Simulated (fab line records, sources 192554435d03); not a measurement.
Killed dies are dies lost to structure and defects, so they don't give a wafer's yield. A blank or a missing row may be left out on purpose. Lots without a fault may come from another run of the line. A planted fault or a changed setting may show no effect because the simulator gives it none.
Split-lot experiment | flow n5_finfet | 7 lots, 21 wafers read, on a route of 1938 steps

THE SPLIT
At N5_BEOL_M0_SAQP_PEB_12 (peb time 60 s), the setting peb_time_s was moved away from the recipe's 60 s on 8 of the 21 wafers read, by -11.5% to +16.9%. The other wafers ran this setting at the recipe's value.

FROM THE SPLIT TO THE READING: what the file shows between them, 1 step
- N5_BEOL_M0_SAQP_DEVELOP_13: develop time 30 s

THE READING
cd_nm, in nm, at N5_BEOL_M0_SAQP_CD_MEAS_14 (target cd 42.5 nm). Fault-free wafers of this fab line usually give 42.3 nm, standard deviation 0.34 nm.

wafer  | tool, chamber at the split | peb_time_s as run, s | against the recipe | cd_nm, nm | against lot-mates on the recipe
L080.4 | litho_track-04, 0          | 67.53                | +12.5%             | 39.7      | -2.8
L080.5 | litho_track-04, 0          | 60                   | recipe             | 42.6      | -
L080.6 | litho_track-04, 0          | 60                   | recipe             | 42.3      | -
L084.2 | litho_track-04, 0          | 53.11                | -11.5%             | 44.7      | +2.2
L084.4 | litho_track-04, 0          | 60                   | recipe             | 42.7      | -
L084.5 | litho_track-04, 0          | 60                   | recipe             | 42.4      | -
L086.1 | litho_track-02, 0          | 60                   | recipe             | 44.2      | -
L086.2 | litho_track-02, 0          | 70.15                | +16.9%             | 41.6      | -2.6
L086.3 | litho_track-02, 0          | 70.15                | +16.9%             | 42.0      | -2.2
L092.2 | litho_track-04, 0          | 60                   | recipe             | 42.2      | -
L092.4 | litho_track-04, 0          | 60                   | recipe             | 42.9      | -
L092.5 | litho_track-04, 0          | 60                   | recipe             | 42.3      | -
L093.3 | litho_track-04, 0          | 60                   | recipe             | 41.9      | -
L093.4 | litho_track-04, 0          | 55.27                | -7.9%              | 46.4      | +4.4
L093.6 | litho_track-04, 0          | 60                   | recipe             | 42.1      | -
L094.1 | litho_track-04, 0          | 60                   | recipe             | 42.5      | -
L094.5 | litho_track-04, 0          | 70.16                | +16.9%             | 40.2      | -2.3
L094.6 | litho_track-04, 0          | 70.16                | +16.9%             | 38.6      | -3.9
L097.2 | litho_track-03, 0          | 60                   | recipe             | 41.9      | -
L097.4 | litho_track-03, 0          | 60                   | recipe             | 41.7      | -
L097.6 | litho_track-03, 0          | 67.95                | +13.3%             | 39.8      | -2.0

THE FIT
A straight line over all 21 wafers: cd_nm changes by -0.162 nm for each +1% of peb_time_s; r = -0.79; the points scatter about the line by 1.1 nm.
The same after taking each lot's own level away (the mean of its wafers on the recipe; 21 wafers): -0.194 nm for each +1%; r = -0.91; scatter 0.75 nm.
On that fit, the largest move of peb_time_s shifts the reading by 3.3 nm.
The lots' own levels span 41.80 to 44.20 nm, that is 7.1 times the standard deviation above.
So the lot-to-lot level blurs the effect unless lot-mates are compared.
Check: with one of the wafers moved furthest among these (+16.9%) left out of the fit, the line predicts -3.2 nm for it against its lot-mates. It came out at -2.3 nm against them.

OTHER SPLITS ON THESE WAFERS
These wafers also went through other splits before the reading. Each is held against what the fit with the lots' levels taken away leaves over:
other split on the same wafers          | wafers away from the commonest value | r with cd_nm (lot level and that fit taken away)
N5_MOL_CONTACT_COAG_PECVD_31 temp_c     | 5                                    | -0.27
N5_MOL_CONTACT_COAG_COAT_78 spin_rpm    | 4                                    | +0.23
N5_MOL_CONTACT_COAG_ETCHBACK_135 time_s | 11                                   | -0.03
N5_MOL_CONTACT_COAG_COAT_64 spin_rpm    | 8                                    | -0.06
N5_BEOL_M0_SAQP_EXPOSE_11 dose_mj       | 7                                    | -0.70

THE FILE'S OWN FIT
cd_nm changes by -0.193 nm for each +1% of peb_time_s, r = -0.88.
